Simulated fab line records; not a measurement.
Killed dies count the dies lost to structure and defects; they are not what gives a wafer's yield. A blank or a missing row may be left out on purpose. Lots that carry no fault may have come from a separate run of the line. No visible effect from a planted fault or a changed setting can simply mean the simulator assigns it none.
A struck lot beside a sound one + flow nand_harc + 14 steps out of a route of 1159
Sound: wafers L597.3, L597.4, L597.5. The struck wafers were L596.2, L596.4, L596.5. At the end, the cause is stated.
Each step with rows lists, per side, the tool, then ch with its chambers, then its first start. Under that, the readings that differ: sound wafers + struck wafers + difference of the means + sigmas: that difference in standard deviations of wafers without a fault.
alike: readings whose means differ by less than 2 such deviations, and words and numbers that are the same on both sides. not compared: withheld readings, readings that some wafer has no value for, bounds like >300 that may hide the same value, and numbers for which the record gives no deviation and whose values overlap.
A row with sigmas, a row that says differs or no value, or rows on one side alone: a step with any of these is where the two part. Numbers that don't overlap but have no deviation are shown without sigmas and don't part them. A reading that every wafer of one side lacks parts them only if that side has two wafers or more.

first, 7 steps without rows for these wafers: NHARC_A_M1_COAT_34 (time 65 s); NHARC_A_M1_COAT_03 (resist thk 90 nm); NHARC_A_M1_SOFTBAKE_04 (time 55 s); NHARC_A_M1_EBR_05; NHARC_A_M1_EXPOSE_06 (exposes mask A M1, target cd 120 nm); NHARC_A_M1_PEB_07 (peb time 65 s); NHARC_A_M1_DEVELOP_08 (develop time 35 s).
NHARC_A_M1_CD_MEAS_09 targets a cd of 120 nm.
  sound on cd_sem-02 ch 0, day 21 03:07; struck on cd_sem-01 ch 0, day 20 09:05
  alike: cd_nm
NHARC_A_M1_OVL_MEAS_10: pitch 240 nm.
  struck on overlay-02, day 20 09:11; sound on overlay-02, day 21 03:12
  alike: overlay_x_nm, overlay_y_nm
NHARC_A_M1_INSPECT_11:
  struck on defect_inspect-01, day 20 09:13; sound on defect_inspect-02, day 21 03:14
  alike: raw_defect_count
NHARC_A_M1_DESCUM_14: chemistry O2, time 3 s.
  sound on rie_diel-07 ch 0,1, day 21 03:19; struck on rie_diel-08 ch 0,1, day 20 09:18
  alike: drypump_motor_current_A, oes_product_au, rf_vpp_V, showerhead_plenum_p_Torr, throttle_valve_pct
  not compared: rf_hours_counter_h
NHARC_A_M1_ETCH_35: etches the open film in N2/H2, target depth 40 nm, overetch 12 nm, time 43.94 s.
  sound on rie_diel-07 ch 0,1,2, day 21 03:25; struck on rie_diel-08 ch 1,2, day 20 09:24
  alike: bias_w, chamber_pressure_mTorr, drypump_motor_current_A, oes_product_au, rf_vpp_V, showerhead_plenum_p_Torr, throttle_valve_pct
  not compared: rf_hours_counter_h
NHARC_A_M1_ETCH_15: etches the open film in C4F8/Ar, target depth 182.5 nm, time 91.2 s.
  sound on rie_diel-07 ch 0,1, day 21 03:31; struck on rie_diel-08 ch 0,1,2, day 20 09:30
  no value came back on the struck wafers for any of 5 readings (bias_w (W), chamber_pressure_mTorr (mTorr) and others); on the sound wafers bias_w (W) reads 300.9 300.7 300.4
  not compared: rf_hours_counter_h
NHARC_A_M1_CD_MEAS_16:
  struck on cd_sem-01, day 20 09:40; sound on cd_sem-02, day 21 03:39
  alike: cd_nm

## WHERE THEY PART
Only at NHARC_A_M1_ETCH_15, within this record. Later steps at which nothing parts them and some readings are alike: NHARC_A_M1_CD_MEAS_16.

WHY: what had been put in by the simulator
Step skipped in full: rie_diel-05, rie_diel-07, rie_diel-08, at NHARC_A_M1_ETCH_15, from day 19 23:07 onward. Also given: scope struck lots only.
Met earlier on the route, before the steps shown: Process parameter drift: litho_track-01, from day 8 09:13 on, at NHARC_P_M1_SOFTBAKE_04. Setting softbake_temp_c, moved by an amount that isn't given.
